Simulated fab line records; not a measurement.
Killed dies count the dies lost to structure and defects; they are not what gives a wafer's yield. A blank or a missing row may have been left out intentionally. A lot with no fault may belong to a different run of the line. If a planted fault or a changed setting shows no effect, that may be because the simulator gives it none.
Matching of chambers :: flow n5 finfet :: 4 sister chambers for N5_SD_EPI_P_ETCH_47 on rie diel-03
The step etches SiOCN in CH3F/O2, target depth 25 nm. 16 wafers are shown with their chamber, then 8 later ones without.

EACH WAFER AND ITS CHAMBER
wafer: L077.2
chamber: 3
showerhead plenum p Torr (Torr): 2.10
drypump motor current A (A): 5.2
rf vpp V (V): 128.3

wafer: L077.5
chamber: 0
showerhead plenum p Torr (Torr): 2.10
drypump motor current A (A): 5.7
rf vpp V (V): 128.9

wafer: L077.6
chamber: 3
showerhead plenum p Torr (Torr): 2.10
drypump motor current A (A): 5.2
rf vpp V (V): 127.7

wafer: L079.1
chamber: 2
showerhead plenum p Torr (Torr): 1.93
drypump motor current A (A): 5.5
rf vpp V (V): 124.5

wafer: L079.3
chamber: 3
showerhead plenum p Torr (Torr): 2.10
drypump motor current A (A): 5.3
rf vpp V (V): 127.3

wafer: L079.5
chamber: 2
showerhead plenum p Torr (Torr): 1.93
drypump motor current A (A): 5.5
rf vpp V (V): 123.9

wafer: L084.3
chamber: 1
showerhead plenum p Torr (Torr): 2.01
drypump motor current A (A): 5.7
rf vpp V (V): 127.8

wafer: L084.4
chamber: 0
showerhead plenum p Torr (Torr): 2.09
drypump motor current A (A): 5.7
rf vpp V (V): 127.5

wafer: L084.6
chamber: 0
showerhead plenum p Torr (Torr): 2.09
drypump motor current A (A): 5.7
rf vpp V (V): 125.6

wafer: L090.2
chamber: 3
showerhead plenum p Torr (Torr): 2.09
drypump motor current A (A): 5.2
rf vpp V (V): 129.8

wafer: L090.5
chamber: 2
showerhead plenum p Torr (Torr): 1.93
drypump motor current A (A): 5.5
rf vpp V (V): 124.5

wafer: L090.6
chamber: 1
showerhead plenum p Torr (Torr): 2.01
drypump motor current A (A): 5.7
rf vpp V (V): 127.4

wafer: L091.1
chamber: 0
showerhead plenum p Torr (Torr): 2.09
drypump motor current A (A): 5.7
rf vpp V (V): 128.2

wafer: L091.2
chamber: 3
showerhead plenum p Torr (Torr): 2.09
drypump motor current A (A): 5.2
rf vpp V (V): 126.5

wafer: L091.6
chamber: 0
showerhead plenum p Torr (Torr): 2.09
drypump motor current A (A): 5.7
rf vpp V (V): 128.1

wafer: L092.1
chamber: 1
showerhead plenum p Torr (Torr): 2.01
drypump motor current A (A): 5.7
rf vpp V (V): 126.4

SIGNATURES (averages over the wafers above)
reading: showerhead plenum p Torr
chamber 0: 2.0920
chamber 1: 2.0100
chamber 2: 1.9300
chamber 3: 2.0960
scatter within a chamber: 0.00408

reading: drypump motor current A
chamber 0: 5.700
chamber 1: 5.700
chamber 2: 5.500
chamber 3: 5.220
scatter within a chamber: 0.0258

reading: rf vpp V
chamber 0: 127.660
chamber 1: 127.200
chamber 2: 124.300
chamber 3: 127.920
scatter within a chamber: 1.07
Rule: a wafer lies at a distance from a chamber equal to the root of the sum of squares, over the readings, of (its reading less the chamber's mean, divided by the reading's scatter). The wafer belongs to the nearest chamber; if the next one is less than 2 further off, it can't be placed. The scatter: take each reading less its chamber's mean, square it, sum over the shown wafers, divide by the number of wafers less the number of chambers, and take the root.

WAFERS WITHOUT THEIR CHAMBER
wafer: L092.3
showerhead plenum p Torr (Torr): 2.09
drypump motor current A (A): 5.2
rf vpp V (V): 127.1

wafer: L092.4
showerhead plenum p Torr (Torr): 2.09
drypump motor current A (A): 5.7
rf vpp V (V): 127.3

wafer: L094.1
showerhead plenum p Torr (Torr): 2.09
drypump motor current A (A): 5.2
rf vpp V (V): 127.7

wafer: L094.2
showerhead plenum p Torr (Torr): 2.08
drypump motor current A (A): 5.7
rf vpp V (V): 127.9

wafer: L094.3
showerhead plenum p Torr (Torr): 2.01
drypump motor current A (A): 5.8
rf vpp V (V): 128.0

wafer: L096.2
showerhead plenum p Torr (Torr): 2.01
drypump motor current A (A): 5.8
rf vpp V (V): 127.3

wafer: L096.4
showerhead plenum p Torr (Torr): 2.01
drypump motor current A (A): 5.8
rf vpp V (V): 127.8

wafer: L096.5
showerhead plenum p Torr (Torr): 2.09
drypump motor current A (A): 5.2
rf vpp V (V): 128.2

CHAMBER TAKEN BY EACH
wafer: L092.3
from the rows above: 3
in truth: 3

wafer: L092.4
from the rows above: 0
in truth: 0

wafer: L094.1
from the rows above: 3
in truth: 3

wafer: L094.2
from the rows above: 0
in truth: 0

wafer: L094.3
from the rows above: 1
in truth: 1

wafer: L096.2
from the rows above: 1
in truth: 1

wafer: L096.4
from the rows above: 1
in truth: 1

wafer: L096.5
from the rows above: 3
in truth: 3
8 of 8 placed correctly. Not placeable from these rows: 0. Placed wrongly: 0.
